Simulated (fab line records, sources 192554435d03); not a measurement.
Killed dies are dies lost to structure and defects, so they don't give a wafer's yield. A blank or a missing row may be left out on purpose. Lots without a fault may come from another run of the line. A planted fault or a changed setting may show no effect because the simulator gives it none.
fab line records | flow n5_finfet | part 1 of 2: steps 1 to 14 of 23
record lots=5 wafers=15 last_day=17
route steps=1938 shown GATE_CUT@492
lots that met no fault: from a run of the same line without faults
start_h: hours from the record's first day to the start of the lot's first wafer shown | wait_h: hours since the lot's step before | " the same as in the row above | L1.1+2: a row that stands for several wafers | - no value, or no start given | * or withheld: withheld | < > ~ a bound
route shown NAME@n: a module of which the file shows steps, and the number in the route of the first | usual: mean/standard deviation of fault-free wafers | same: alike in all rows | chamber/n: place in a boat | sites: the reading at each site | _std_site: their standard deviation | _edge_site: outer sites' mean less inner sites' | radius_mm: how far each site lies from the wafer's centre | mask NAME#n: copy n | behind: the tool/chamber that last shaped the wafer | hold: why the lot was held/for how many hours/how that ended | device: the transistor (n, p or np) that didn't switch | end of line: the same wafers' tests at the end of the route | a step without rows: its recipe alone | killed: dies lost to structure and defects at the first sort, not the wafer's yield | map: a wafer's dies, x killed, . not, _ none there
set.NAME: the setting as run; set.NAME@STEP: as run at that earlier step | model.NAME: the simulator's own value behind a step, which no gauge read
lots at some steps of the route; a table a step, a row a wafer
services: from which hour (start_h, from the record's first day; less than 0 if before it) a tool's chamber was out of use, for how many hours, and why
## steps
# step N5_GATE_CUT_ETCH_36
# recipe chemistry=CF4 target=SiARC target_depth_a=130 mask_material=CAR-EUV time_s=21.7 ion_energy_ev=80 pressure_mtorr=40 source_w=545 bias_w=36 Ar_flow_sccm=100 cf4_flow_sccm=100 ends=cleared
# usual drypump_motor_current_A=5.9/0.47 etch_rf_on_time_s=22.1/0.77 oes_product_au=0.67/0.082 rf_vpp_V=184.3/1.1 showerhead_plenum_p_Torr=2.15/0.059 throttle_valve_pct=15.61/0.28
# columns lot.wafer tool chamber start_h wait_h drypump_motor_current_A etch_rf_on_time_s oes_product_au rf_hours_counter_h rf_vpp_V showerhead_plenum_p_Torr throttle_valve_pct
L083.1 rie_diel-03 1 135.57 0.0 5.7 21.5 0.65 158 183.4 2.07 15.96
L083.3 " 0 " " 6.2 21.6 0.59 243 184.0 2.08 15.47
L083.4 " 3 " " 5.7 23.1 0.58 198 186.5 2.21 15.84
L085.2 rie_diel-03 0 152.87 0.0 6.2 21.9 0.58 249 183.7 2.08 15.49
L085.3 " 1 " " 5.7 21.5 0.64 164 182.9 2.07 15.98
L085.6 " 3 " " 5.7 23.0 0.58 - 183.9 2.21 15.84
L086.3 rie_diel-02 3 160.16 0.0 5.3 21.4 0.74 43 183.9 2.10 15.39
L086.4 " 2 " " 6.1 22.7 0.58 246 184.3 2.11 16.02
L086.5 " 3 " " 5.3 21.2 0.74 - 184.0 2.10 15.39
L088.1 rie_diel-02 0 169.39 0.0 6.3 22.6 0.59 207 183.9 2.23 15.57
L088.3 " 1 " " 6.6 22.9 0.67 88 185.0 2.16 15.41
L088.4 " 3 " " 5.2 21.9 0.73 47 182.1 2.10 15.41
L095.3 rie_diel-06 3 211.11 0.0 5.4 22.1 0.73 45 187.6 2.26 15.30
L095.4 " 2 " " 5.4 23.2 0.63 171 184.4 2.15 16.01
L095.6 " 0 " " 6.0 20.8 0.71 - 182.7 2.17 15.81
# step N5_GATE_CUT_ETCH_37
# recipe chemistry=N2/H2 target=SOC target_depth_a=600 overetch_a=120 mask_material=SiARC temp_c=40 time_s=90 ion_energy_ev=200 pressure_mtorr=30 source_w=840 bias_w=150 n2_flow_sccm=200 h2_flow_sccm=200
# usual drypump_motor_current_A=5.9/0.47 oes_product_au=0.71/0.079 rf_vpp_V=524.2/2.2 showerhead_plenum_p_Torr=2.55/0.07 temp_c=40.00/0.1 throttle_valve_pct=17.8/0.37
# columns lot.wafer tool chamber start_h wait_h drypump_motor_current_A oes_product_au rf_hours_counter_h rf_vpp_V showerhead_plenum_p_Torr temp_c throttle_valve_pct
L083.1 rie_diel-03 1 135.60 0.0 5.7 0.68 158 521.6 2.40 39.90 17.8
L083.3 " 0 " " 6.2 0.61 243 523.9 2.51 40.01 17.9
L083.4 " 3 " " 5.7 0.63 198 527.4 2.63 39.92 18.0
L085.2 rie_diel-03 0 152.90 0.0 6.2 0.61 250 523.5 2.51 39.89 17.9
L085.3 " 1 " " 5.7 0.67 164 519.8 2.40 40.04 17.8
L085.6 " 3 " " 5.7 0.63 - 526.4 2.63 39.96 18.1
L086.3 rie_diel-02 3 160.19 0.0 5.2 0.77 43 521.2 2.48 39.99 17.5
L086.4 " 2 " " 6.1 0.62 246 523.7 2.53 39.95 18.6
L086.5 " 3 " " 5.2 0.77 - 521.8 2.48 40.06 17.5
L088.1 rie_diel-02 0 169.42 0.0 6.3 0.62 207 527.2 2.60 40.00 17.5
L088.3 " 1 " " 6.6 0.72 88 524.7 2.57 39.99 17.5
L088.4 " 3 " " 5.2 0.76 47 521.4 2.48 39.97 17.5
L095.3 rie_diel-06 3 211.13 0.0 5.4 0.78 45 528.0 2.69 39.97 17.4
L095.4 " 2 " " 5.4 0.68 171 524.0 2.55 40.10 18.3
L095.6 " 0 " " 6.1 0.74 - 524.8 2.58 40.01 18.0
# step N5_GATE_CUT_STRIP_38
# recipe chemistry=N2/H2 temp_c=40 n2_flow_sccm=200 h2_flow_sccm=200 rf_frequency_hz=6e+07
# columns lot.wafer tool chamber start_h wait_h
L083.1+3+4 rie_diel-03 1,0,3 135.66 0.0
L085.2+3+6 rie_diel-03 0,1,3 152.96 0.0
L086.3+4+5 rie_diel-02 3,2,3 160.25 0.0
L088.1+3+4 rie_diel-02 0,1,3 169.48 0.0
L095.3+4+6 rie_diel-06 3,2,0 211.20 0.0
# step N5_GATE_CUT_STRIP_39
# recipe chemistry=N2/H2 temp_c=40 n2_flow_sccm=200 h2_flow_sccm=200 rf_frequency_hz=6e+07
# columns lot.wafer tool chamber start_h wait_h
L083.1+3+4 rie_diel-03 1,0,3 135.67 0.0
L085.2+3+6 rie_diel-03 0,1,3 152.97 0.0
L086.3+4+5 rie_diel-02 3,2,3 160.26 0.0
L088.1+3+4 rie_diel-02 0,1,3 169.49 0.0
L095.3+4+6 rie_diel-06 3,2,0 211.21 0.0
# step N5_GATE_CUT_HM_OPEN_40
# recipe chemistry=C4F6/O2 target=SiO2 mask_material=SiARC target_depth_a=1390 time_s=85.1 ion_energy_ev=250 pressure_mtorr=30 source_w=345 bias_w=185 Ar_flow_sccm=300 C4F6_flow_sccm=10 O2_flow_sccm=10 ends=cleared
# usual O2_flow_sccm=10.004/0.029 drypump_motor_current_A=5.9/0.47 etch_rf_on_time_s=94.3/2.8 oes_f_703_au=0.77/0.092 oes_product_au=0.71/0.087 rf_vpp_V=675/22 showerhead_plenum_p_Torr=2.86/0.082 throttle_valve_pct=20.89/0.26
# columns lot.wafer tool chamber start_h wait_h O2_flow_sccm drypump_motor_current_A etch_rf_on_time_s oes_f_703_au oes_product_au rf_hours_counter_h rf_vpp_V showerhead_plenum_p_Torr throttle_valve_pct
L083.1 rie_diel-03 1 135.68 0.0 10.024 5.7 90.0 0.75 0.70 158 650 2.73 21.16
L083.3 " 0 " " 9.945 6.2 93.4 0.69 0.62 243 687 2.78 20.74
L083.4 " 3 " " 10.053 5.7 97.5 0.67 0.62 199 676 2.93 21.07
L085.2 rie_diel-03 0 152.98 0.0 9.963 6.2 93.3 0.68 0.62 250 687 2.78 20.73
L085.3 " 1 " " 10.009 5.7 89.8 0.74 0.69 164 650 2.72 21.17
L085.6 " 3 " " 10.017 5.7 96.4 0.67 0.62 - 675 2.93 21.07
L086.3 rie_diel-02 3 160.27 0.0 9.961 5.3 95.4 0.87 0.77 44 642 2.78 20.71
L086.4 " 2 " " 9.998 6.1 97.1 0.68 0.61 246 681 2.81 21.38
L086.5 " 3 " " 10.014 5.2 97.1 0.87 0.77 - 641 2.78 20.75
L088.1 rie_diel-02 0 169.50 0.0 9.997 6.2 93.1 0.69 0.62 207 659 2.95 20.79
L088.3 " 1 " " 9.968 6.7 91.7 0.78 0.73 88 718 2.87 20.62
L088.4 " 3 " " 9.960 5.2 97.3 0.86 0.77 47 642 2.78 20.73
L095.3 rie_diel-06 3 211.22 0.0 9.981 5.4 90.2 0.80 0.80 45 682 3.02 20.74
L095.4 " 2 " " 9.991 5.3 96.8 0.70 0.66 172 694 2.82 21.16
L095.6 " 0 " " 10.011 6.0 91.6 0.84 0.74 - 655 2.89 21.18
# step N5_GATE_CUT_STRIP_41
# recipe chemistry=CF4 resist=SiARC power_w=300 bias_power_w=75 pressure_mtorr=50 cf4_flow_sccm=150 rf_frequency_hz=6e+07
# usual drypump_motor_current_A=5.9/0.47 oes_product_au=0.183/0.021 rf_vpp_V=271.2/1.3 showerhead_plenum_p_Torr=1.81/0.048 throttle_valve_pct=13.59/0.3
# columns lot.wafer tool chamber start_h wait_h drypump_motor_current_A oes_product_au rf_hours_counter_h rf_vpp_V showerhead_plenum_p_Torr throttle_valve_pct
L083.1 rie_diel-03 1 135.75 0.0 5.6 0.173 158 270.2 1.75 13.97
L083.3 " 0 " " 6.2 0.161 243 269.4 1.74 13.47
L083.4 " 3 " " 5.7 0.161 199 270.9 1.86 13.84
L085.2 rie_diel-03 0 153.04 0.0 6.2 0.153 250 270.6 1.74 13.48
L085.3 " 1 " " 5.7 0.179 164 269.4 1.75 13.99
L085.6 " 3 " " 5.7 0.160 - 274.4 1.86 13.85
L086.3 rie_diel-02 3 160.33 0.0 5.2 0.195 44 270.6 1.76 13.37
L086.4 " 2 " " 6.1 0.159 246 270.8 1.77 14.01
L086.5 " 3 " " 5.2 0.207 - 268.7 1.76 13.37
L088.1 rie_diel-02 0 169.56 0.0 6.3 0.164 207 272.3 1.87 13.57
L088.3 " 1 " " 6.6 0.181 88 271.9 1.82 13.40
L088.4 " 3 " " 5.2 0.191 47 270.5 1.76 13.39
L095.3 rie_diel-06 3 211.28 0.0 5.4 0.201 45 272.4 1.88 13.26
L095.4 " 2 " " 5.3 0.172 172 271.9 1.82 14.05
L095.6 " 0 " " 6.0 0.185 - 271.8 1.82 13.72
# step N5_GATE_CUT_STRIP_42
# recipe chemistry=O2 power_w=400 temp_c=40 pressure_mtorr=30 rf_frequency_hz=6e+07 bias_power_w=0 overash_fraction=0.3 o2_flow_sccm=225
# usual drypump_motor_current_A=5.9/0.47 oes_product_au=0.79/0.095 rf_vpp_V=3.6/0.5 showerhead_plenum_p_Torr=2.11/0.066 temp_c=40.01/0.11 throttle_valve_pct=16.65/0.26
# columns lot.wafer tool chamber start_h wait_h drypump_motor_current_A oes_product_au rf_hours_counter_h rf_vpp_V showerhead_plenum_p_Torr temp_c throttle_valve_pct
L083.1 rie_diel-03 1 135.77 0.0 5.7 0.76 158 3.3 2.00 39.81 16.90
L083.3 " 0 " " 6.2 0.69 243 3.1 2.06 40.11 16.62
L083.4 " 3 " " 5.7 0.71 199 3.1 2.17 39.98 16.88
L085.2 rie_diel-03 0 153.06 0.0 6.2 0.69 250 3.7 2.06 39.97 16.63
L085.3 " 1 " " 5.7 0.76 164 2.9 2.00 40.06 16.91
L085.6 " 3 " " 5.7 0.70 - 3.7 2.17 40.00 16.90
L086.3 rie_diel-02 3 160.35 0.0 5.3 0.86 44 4.9 2.04 40.09 16.39
L086.4 " 2 " " 6.1 0.68 246 3.6 2.06 40.00 17.06
L086.5 " 3 " " 5.3 0.86 - 3.6 2.04 40.07 16.39
L088.1 rie_diel-02 0 169.58 0.0 6.3 0.70 207 4.2 2.17 39.97 16.51
L088.3 " 1 " " 6.7 0.81 88 4.1 2.13 39.97 16.45
L088.4 " 3 " " 5.2 0.86 47 3.4 2.04 39.95 16.41
L095.3 rie_diel-06 3 211.30 0.0 5.4 0.89 45 3.5 2.23 39.88 16.47
L095.4 " 2 " " 5.4 0.75 172 3.0 2.09 40.06 16.98
L095.6 " 0 " " 6.0 0.83 - 3.8 2.14 40.24 16.91
# step N5_GATE_CUT_ETCH_19
# recipe chemistry=CH3F/O2 target=SiNx mask_material=SiO2 target_depth_a=537 time_s=76.7 pressure_mtorr=30 source_w=395 bias_w=73 Ar_flow_sccm=150 CH3F_flow_sccm=30 O2_flow_sccm=20 ion_energy_ev=120 ends=cleared
# usual O2_flow_sccm=20.01/0.062 drypump_motor_current_A=5.9/0.47 etch_rf_on_time_s=77.4/1.9 oes_f_703_au=0.77/0.094 oes_product_au=0.67/0.082 rf_vpp_V=301/9.5 showerhead_plenum_p_Torr=2.01/0.06 throttle_valve_pct=16.31/0.25
# columns lot.wafer tool chamber start_h wait_h O2_flow_sccm drypump_motor_current_A etch_rf_on_time_s oes_f_703_au oes_product_au rf_hours_counter_h rf_vpp_V showerhead_plenum_p_Torr throttle_valve_pct
L083.1 rie_diel-03 1 135.81 0.0 19.94 5.7 75.5 0.74 0.66 158 290 1.91 16.56
L083.3 " 0 " " 20.01 6.2 76.4 0.68 0.59 243 307 1.96 16.24
L083.4 " 3 " " 19.99 5.7 80.1 0.66 0.59 199 302 2.07 16.54
L085.2 rie_diel-03 0 153.10 0.0 20.10 6.2 76.9 0.68 0.58 250 305 1.95 16.25
L085.3 " 1 " " 19.95 5.7 76.0 0.75 0.65 164 291 1.91 16.58
L085.6 " 3 " " 20.02 5.7 79.8 0.65 0.58 - 302 2.06 16.53
L086.3 rie_diel-02 3 160.39 0.0 19.90 5.3 76.9 0.88 0.73 44 287 1.95 16.12
L086.4 " 2 " " 20.00 6.1 79.6 0.68 0.59 246 304 1.97 16.78
L086.5 " 3 " " 19.98 5.3 76.9 0.87 0.73 - 286 1.95 16.13
L088.1 rie_diel-02 0 169.62 0.0 20.05 6.3 78.7 0.68 0.59 207 295 2.07 16.24
L088.3 " 1 " " 19.94 6.6 78.1 0.77 0.69 88 321 2.02 16.09
L088.4 " 3 " " 20.14 5.2 77.4 0.87 0.72 47 287 1.95 16.13
L095.3 rie_diel-06 3 211.34 0.0 20.06 5.4 75.9 0.80 0.74 45 305 2.12 16.14
L095.4 " 2 " " 19.98 5.3 79.7 0.69 0.63 172 310 1.98 16.62
L095.6 " 0 " " 19.98 6.1 74.7 0.83 0.70 - 293 2.03 16.54
# step N5_GATE_CUT_CUT_ETCH_53
# recipe chemistry=SF6/Cl2 target=W mask_material=SiO2 target_depth_a=792 pressure_mtorr=8 icp_w=900 bias_w=80 SF6_flow_sccm=40 Cl2_flow_sccm=60 ends=cleared
# usual drypump_motor_current_A=5.8/0.44 etch_rf_on_time_s=26.2/0.97 oes_product_au=0.70/0.075 throttle_valve_pct=29.01/0.28
# columns lot.wafer tool chamber start_h wait_h drypump_motor_current_A etch_rf_on_time_s oes_product_au rf_hours_counter_h throttle_valve_pct
L083.1 rie_metal-01 1 135.91 0.1 4.9 25.1 0.75 30 28.77
L083.3 " 0 " " 5.6 26.6 0.69 - 28.85
L083.4 " 1 " " 4.9 24.9 0.75 - 28.78
L085.2 rie_metal-02 0 153.21 0.1 5.9 24.8 0.67 71 29.63
L085.3 " 1 " " 6.3 26.9 0.72 - 29.05
L085.6 " 0 " " 6.0 24.9 0.67 - 29.62
L086.3 rie_metal-03 0 160.52 0.1 5.7 27.2 0.80 - 29.09
L086.4 " 1 " " 6.1 26.7 0.58 - 28.76
L086.5 " 1 " " 6.1 26.6 0.58 - 28.76
L088.1 rie_metal-02 0 169.73 0.1 5.9 24.4 0.67 73 29.62
L088.3 " 1 " " 6.3 26.8 0.72 - 29.06
L088.4 " 0 " " 5.9 24.6 0.68 - 29.63
L095.3 rie_metal-03 0 211.46 0.1 5.8 26.8 0.77 - 29.10
L095.4 " 1 " " 6.1 27.0 0.57 - 28.75
L095.6 " 1 " " 6.1 26.9 0.57 - 28.77
# step N5_GATE_CUT_CUT_ETCH_54
# recipe chemistry=Cl2/BCl3 target=TiN mask_material=SiO2 target_depth_a=967 pressure_mtorr=10 icp_w=1000 bias_w=126 Cl2_flow_sccm=53.25 bcl3_flow_sccm=21.75 Ar_flow_sccm=25 ends=cleared
# usual drypump_motor_current_A=5.7/0.44 etch_rf_on_time_s=36.5/1.3 oes_product_au=0.70/0.075 throttle_valve_pct=22.39/0.18
# columns lot.wafer tool chamber start_h wait_h drypump_motor_current_A etch_rf_on_time_s oes_product_au rf_hours_counter_h throttle_valve_pct
L083.1 rie_metal-01 1 135.99 0.1 4.9 35.1 0.74 30 22.06
L083.3 " 0 " " 5.6 37.0 0.69 - 22.40
L083.4 " 1 " " 4.9 34.9 0.76 - 22.06
L085.2 rie_metal-02 0 153.27 0.0 6.0 34.7 0.67 71 22.66
L085.3 " 1 " " 6.3 37.3 0.72 - 22.56
L085.6 " 0 " " 5.9 34.5 0.67 - 22.63
L086.3 rie_metal-03 0 160.58 0.0 5.8 37.4 0.81 - 22.45
L086.4 " 1 " " 6.1 36.7 0.58 - 22.30
L086.5 " 1 " " 6.1 36.7 0.58 - 22.33
L088.1 rie_metal-02 0 169.79 0.0 5.9 34.0 0.68 73 22.64
L088.3 " 1 " " 6.3 37.5 0.71 - 22.55
L088.4 " 0 " " 5.9 34.3 0.68 - 22.64
L095.3 rie_metal-03 0 211.52 0.0 5.7 37.4 0.77 - 22.45
L095.4 " 1 " " 6.1 37.3 0.57 - 22.34
L095.6 " 1 " " 6.1 37.4 0.57 - 22.33
# step N5_GATE_CUT_CUT_ETCH_55
# recipe chemistry=BCl3 target=HfO2 mask_material=SiO2 target_depth_a=32 ion_energy_ev=30 pressure_mtorr=5 icp_w=450 bias_w=18 bcl3_flow_sccm=80
# usual drypump_motor_current_A=5.7/0.44 oes_product_au=0.78/0.087 throttle_valve_pct=33.5/0.45
# columns lot.wafer tool chamber start_h wait_h drypump_motor_current_A oes_product_au rf_hours_counter_h throttle_valve_pct
L083.1 rie_metal-01 1 136.07 0.1 4.9 0.81 30 33.0
L083.3 " 0 " " 5.6 0.76 - 33.4
L083.4 " 1 " " 4.9 0.83 - 33.0
L085.2 rie_metal-02 0 153.33 0.0 5.9 0.73 71 34.2
L085.3 " 1 " " 6.3 0.81 - 33.0
L085.6 " 0 " " 6.0 0.73 - 34.3
L086.3 rie_metal-03 0 160.63 0.0 5.8 0.89 - 33.9
L086.4 " 1 " " 6.1 0.64 - 33.3
L086.5 " 1 " " 6.1 0.63 - 33.3
L088.1 rie_metal-02 0 169.85 0.0 5.9 0.72 73 34.3
L088.3 " 1 " " 6.3 0.80 - 33.0
L088.4 " 0 " " 5.9 0.72 - 34.3
L095.3 rie_metal-03 0 211.57 0.0 5.7 0.88 - 33.9
L095.4 " 1 " " 6.0 0.63 - 33.3
L095.6 " 1 " " 6.1 0.63 - 33.3
# step N5_GATE_CUT_ETCH_47
# recipe chemistry=Cl2/BCl3 target=SiO2 target_depth_a=100 pressure_mtorr=10 icp_w=1000 bias_w=126 Cl2_flow_sccm=53.25 bcl3_flow_sccm=21.75 Ar_flow_sccm=25
# usual drypump_motor_current_A=5.7/0.44 oes_product_au=0.78/0.087 throttle_valve_pct=22.93/0.18
# columns lot.wafer tool chamber start_h wait_h drypump_motor_current_A oes_product_au rf_hours_counter_h throttle_valve_pct
L083.1 rie_metal-01 1 136.11 0.0 4.9 0.82 30 22.62
L083.3 " 0 " " 5.6 0.76 - 22.90
L083.4 " 1 " " 4.9 0.81 - 22.61
L085.2 rie_metal-02 0 153.36 0.0 5.9 0.72 72 23.22
L085.3 " 1 " " 6.3 0.80 - 23.09
L085.6 " 0 " " 6.0 0.72 - 23.24
L086.3 rie_metal-03 0 160.66 0.0 5.8 0.91 - 22.95
L086.4 " 1 " " 6.0 0.64 - 22.86
L086.5 " 1 " " 6.0 0.64 - 22.84
L088.1 rie_metal-02 0 169.88 0.0 5.9 0.71 73 23.24
L088.3 " 1 " " 6.3 0.80 - 23.07
L088.4 " 0 " " 5.9 0.72 - 23.23
L095.3 rie_metal-03 0 211.60 0.0 5.7 0.87 - 22.99
L095.4 " 1 " " 6.1 0.63 - 22.87
L095.6 " 1 " " 6.1 0.63 - 22.86
# step N5_GATE_CUT_VAPOR_ETCH_48
# recipe chemistry=BCl3/Cl2 target=TiN mode=isotropic
# usual drypump_motor_current_A=5.8/0.44 oes_product_au=0.77/0.087
# columns lot.wafer tool chamber start_h wait_h drypump_motor_current_A oes_product_au
L083.1 rie_metal-01 1 136.15 0.0 4.9 0.81
L083.3 " 0 " " 5.6 0.76
L083.4 " 1 " " 4.9 0.81
L085.2 rie_metal-02 0 153.39 0.0 5.9 0.71
L085.3 " 1 " " 6.3 0.81
L085.6 " 0 " " 5.9 0.72
L086.3 rie_metal-03 0 160.69 0.0 5.8 0.90
L086.4 " 1 " " 6.1 0.64
L086.5 " 1 " " 6.1 0.64
L088.1 rie_metal-02 0 169.91 0.0 5.9 0.72
L088.3 " 1 " " 6.3 0.80
L088.4 " 0 " " 5.9 0.73
L095.3 rie_metal-03 0 211.63 0.0 5.8 0.87
L095.4 " 1 " " 6.0 0.62
L095.6 " 1 " " 6.1 0.63
# step N5_GATE_CUT_VAPOR_ETCH_49
# recipe chemistry=BCl3/Cl2 target=TiAlC mode=isotropic
# usual drypump_motor_current_A=5.7/0.44 oes_product_au=0.77/0.087
# columns lot.wafer tool chamber start_h wait_h drypump_motor_current_A oes_product_au
L083.1 rie_metal-01 1 136.19 0.0 4.9 0.82
L083.3 " 0 " " 5.6 0.77
L083.4 " 1 " " 4.9 0.82
L085.2 rie_metal-02 0 153.42 0.0 5.9 0.73
L085.3 " 1 " " 6.3 0.80
L085.6 " 0 " " 5.9 0.72
L086.3 rie_metal-03 0 160.72 0.0 5.8 0.90
L086.4 " 1 " " 6.1 0.64
L086.5 " 1 " " 6.1 0.64
L088.1 rie_metal-02 0 169.94 0.0 6.0 0.72
L088.3 " 1 " " 6.3 0.80
L088.4 " 0 " " 5.9 0.72
L095.3 rie_metal-03 0 211.66 0.0 5.8 0.87
L095.4 " 1 " " 6.0 0.63
L095.6 " 1 " " 6.1 0.63
